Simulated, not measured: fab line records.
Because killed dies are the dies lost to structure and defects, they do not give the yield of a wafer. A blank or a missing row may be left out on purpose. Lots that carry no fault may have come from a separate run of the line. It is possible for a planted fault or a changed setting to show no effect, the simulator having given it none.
Which of the tools did it? ; flow nandHarc ; 11 lots with 33 wafers sampled at 5 steps, on a route of 1159 steps

== WHAT THE GAUGES READ, wafer by wafer ==
NHARC_END_SORT_01.
lot;measured;on;killedAtArray;killedAtOther;killedAtPeriphery;killedDies;killedOpen;killedShort
L714;day 23 15:31;prober-02;49 36 38;0 0 0;628 641 639;677 677 677;3 7 3;1 1 1
L718;day 24 05:35;prober-02;22 18 14;1 2 3;654 657 660;677 677 677;3 1 2;3 3 2
L719;day 23 22:34;prober-02;37 40 39;0 0 0;640 637 638;677 677 677;4 1 7;3 0 0

== WHICH TOOL RAN EACH LOT (tool, then ch and the chambers of the sampled wafers, then the start) ==
lot;NHARC_P_STI_ETCH_31;NHARC_P_GATE_DEP_103;NHARC_P_GATE_ETCH_104;NHARC_P_GATE_ETCH_114
L704;rieDiel-08 ch 0,1,2, day 4 23:53 or earlier;pecvd-01 ch 0,2, day 4 23:53;rieDiel-09 ch 1,3, day 5 00:49;rieDiel-09 ch 0,1, no start
L705;rieDiel-04 ch 0,1,2, day 5 08:08 or earlier;pecvd-04 ch 0,1, day 5 08:08;rieDiel-06 ch 0,1,3, day 5 08:59;rieDiel-06 ch 0,2,3, no start
L709;rieDiel-04 ch 1,2,3, day 6 11:43 or earlier;pecvd-01 ch 1,2, day 6 11:43;rieDiel-09 ch 1,2,3, day 6 12:32;rieDiel-09 ch 1,2,3, no start
L712;rieDiel-04 ch 1,2, day 6 23:46 or earlier;pecvd-04 ch 0,1,2, day 6 23:46;rieDiel-09 ch 0,3, day 7 00:38;rieDiel-09 ch 0,1,2, no start
L714;rieDiel-08 ch 0,1,2, day 7 21:50 or earlier;pecvd-01 ch 0,1,2, day 7 21:50;rieDiel-06 ch 0,1,2, day 7 23:00;rieDiel-06 ch 1,2,3, day 23 15:31 or earlier
L716;rieDiel-01 ch 0,2,3, day 7 21:10 or earlier;pecvd-03 ch 0,2, day 7 21:10;rieDiel-13 ch 0,3, day 7 22:20;rieDiel-13 ch 1,2,3, no start
L717;rieDiel-08 ch 0,3, day 7 21:29 or earlier;pecvd-01 ch 1,2, day 7 21:29;rieDiel-06 ch 2,3, day 7 22:33;rieDiel-06 ch 1,2, no start
L718;rieDiel-04 ch 0,2,3, day 8 12:08 or earlier;pecvd-03 ch 0,1,2, day 8 12:08;rieDiel-06 ch 1,2, day 8 13:04;rieDiel-06 ch 0,1,3, day 24 05:35 or earlier
L719;rieDiel-01 ch 1,2, day 8 12:26 or earlier;pecvd-03 ch 1,2, day 8 12:26;rieDiel-06 ch 2,3, day 8 13:20;rieDiel-06 ch 1,3, day 23 22:34 or earlier
L725;rieDiel-04 ch 0,1,3, day 10 03:54 or earlier;pecvd-01 ch 0,1,2, day 10 03:54;rieDiel-09 ch 0,1,2, day 10 04:51;rieDiel-09 ch 0,2,3, no start
L726;rieDiel-08 ch 0,1,3, day 10 10:06 or earlier;pecvd-04 ch 0,1,2, day 10 10:06;rieDiel-09 ch 0,2,3, day 10 11:03;rieDiel-09 ch 1,3, no start
- NHARC_P_STI_ETCH_31: etches the open film in CF4/CHF3, target depth 108.9 nm, time 54.5 s.
- NHARC_P_GATE_DEP_103: deposits SiON, target thk 30 nm.
- NHARC_P_GATE_ETCH_104: etches the open film in CF4/CHF3, target depth 60 nm.
- NHARC_P_GATE_ETCH_114: etches the open film in CF4/O2, target depth 30 nm, overetch 3 nm, time 16.5 s.

== AS READ BY THE TOOLS THEMSELVES (means over the sampled wafers that have a number; for cases with no such wafer, the mark the record gives instead) ==
NHARC_P_STI_ETCH_31.
lot;tool;biasW (W);chf3FlowSccm (sccm);drypumpMotorCurrentA (A);oesProductAu (a.u.);rfVppV (V);showerheadPlenumPTorr (Torr);throttleValvePct (%)
L704;rieDiel-08;199.5;29.94;5.5;0.965;371.4;1.58;16.794
L705;rieDiel-04;200.2;30.03;5.8;0.974;370.4;1.58;16.806
L709;rieDiel-04;200.2;29.94;5.8;0.976;371.6;1.61;16.803
L712;rieDiel-04;199.8;30.00;6.0;0.953;372.4;1.63;16.805
L714;rieDiel-08;200.2;30.04;5.5;0.976;371.7;1.58;16.803
L716;rieDiel-01;199.9;30.00;5.2;0.970;370.2;1.56;16.807
L717;rieDiel-08;200.3;29.98;6.2;0.971;370.3;1.57;16.810
L718;rieDiel-04;199.7;30.04;5.5;0.963;370.0;1.57;16.803
L719;rieDiel-01;200.5;30.05;5.6;0.965;368.8;1.54;16.805
L725;rieDiel-04;199.7;30.00;5.7;0.966;370.8;1.55;16.800
L726;rieDiel-08;200.0;30.02;5.8;0.963;369.7;1.56;16.802

NHARC_P_GATE_DEP_103.
lot;tool;heaterPowerOuterW (W);heaterPowerW (W)
L704;pecvd-01;441;775
L705;pecvd-04;455;735
L709;pecvd-01;409;670
L712;pecvd-04;428;702
L714;pecvd-01;-;-
L716;pecvd-03;445;736
L717;pecvd-01;399;649
L718;pecvd-03;-;-
L719;pecvd-03;-;-
L725;pecvd-01;381;664
L726;pecvd-04;440;716

NHARC_P_GATE_ETCH_104.
lot;tool;biasW (W);drypumpMotorCurrentA (A);oesProductAu (a.u.);rfVppV (V);showerheadPlenumPTorr (Torr);throttleValvePct (%)
L704;rieDiel-09;200.0;5.4;0.970;372.2;1.63;16.791
L705;rieDiel-06;199.8;5.7;0.929;369.8;1.55;16.802
L709;rieDiel-09;199.4;5.4;0.923;372.3;1.62;16.810
L712;rieDiel-09;200.0;5.4;0.980;372.9;1.64;16.806
L714;rieDiel-06;200.3;5.6;0.931;372.1;1.60;16.806
L716;rieDiel-13;199.4;5.4;0.930;371.8;1.59;16.799
L717;rieDiel-06;199.9;5.9;0.943;371.9;1.62;16.801
L718;rieDiel-06;200.5;5.9;0.950;372.4;1.63;16.804
L719;rieDiel-06;199.3;6.1;0.953;370.3;1.57;16.797
L725;rieDiel-09;200.3;5.7;0.946;372.6;1.63;16.810
L726;rieDiel-09;199.4;5.4;0.968;372.5;1.62;16.801

NHARC_P_GATE_ETCH_114.
lot;tool;biasW (W);drypumpMotorCurrentA (A);oesProductAu (a.u.);rfVppV (V);showerheadPlenumPTorr (Torr);throttleValvePct (%)
L704;rieDiel-09;100.4;5.7;1.001;198.9;1.40;13.404
L705;rieDiel-06;99.8;5.7;1.007;197.4;1.33;13.400
L709;rieDiel-09;100.0;5.4;0.991;198.5;1.37;13.404
L712;rieDiel-09;100.1;5.7;0.993;198.7;1.39;13.397
L714;rieDiel-06;99.5;6.0;0.997;198.9;1.36;13.401
L716;rieDiel-13;99.7;5.8;0.997;198.5;1.38;13.411
L717;rieDiel-06;99.8;5.9;1.000;198.9;1.39;13.401
L718;rieDiel-06;99.9;5.7;1.000;197.2;1.31;13.391
L719;rieDiel-06;99.9;6.1;0.997;197.4;1.34;13.398
L725;rieDiel-09;99.9;5.4;0.993;199.5;1.37;13.390
L726;rieDiel-09;100.2;5.5;0.991;199.2;1.37;13.390

== THE ANSWER, worked out from the rows above alone ==
Rule: what is usual is taken from the lots themselves. The widest of any qualifying gaps counts: lots, ordered by their means at a reading, are off when they make up no more than a third of the lots, leave a main group of 4 or more, and stand apart from it by 3 or more times the standard deviation of that group's means. A main group is skipped when, at the precision printed for the reading in the tables above, its means are all equal. Also off: a lot with no number at a reading for which 4 or more lots have one. Where the step has rows for the other lots, those lots are counted as sound. After the gauges, taken in route order, come the tools' own readings; for these a lot's mean is taken, as printed above. At the first step where some lot is off, the reading lying furthest off is the one used; lots without a number count as furthest.
Off, at NHARC_P_GATE_DEP_103 on heaterPowerOuterW: L714, L718, L719. Without a number there: L714, L718, L719. For the main group the mean is 425 W and the standard deviation 24.
A tool fits if, at that step or a process step before it, it ran every lot that is off, and no sound lot after the first of them. Because NHARC_P_STI_ETCH_31 lacks a start for some lots, the hours and order of its lots are taken from NHARC_P_GATE_DEP_103. No candidate that was tried fits.

== WHAT THE SIMULATOR HAD PUT IN ==
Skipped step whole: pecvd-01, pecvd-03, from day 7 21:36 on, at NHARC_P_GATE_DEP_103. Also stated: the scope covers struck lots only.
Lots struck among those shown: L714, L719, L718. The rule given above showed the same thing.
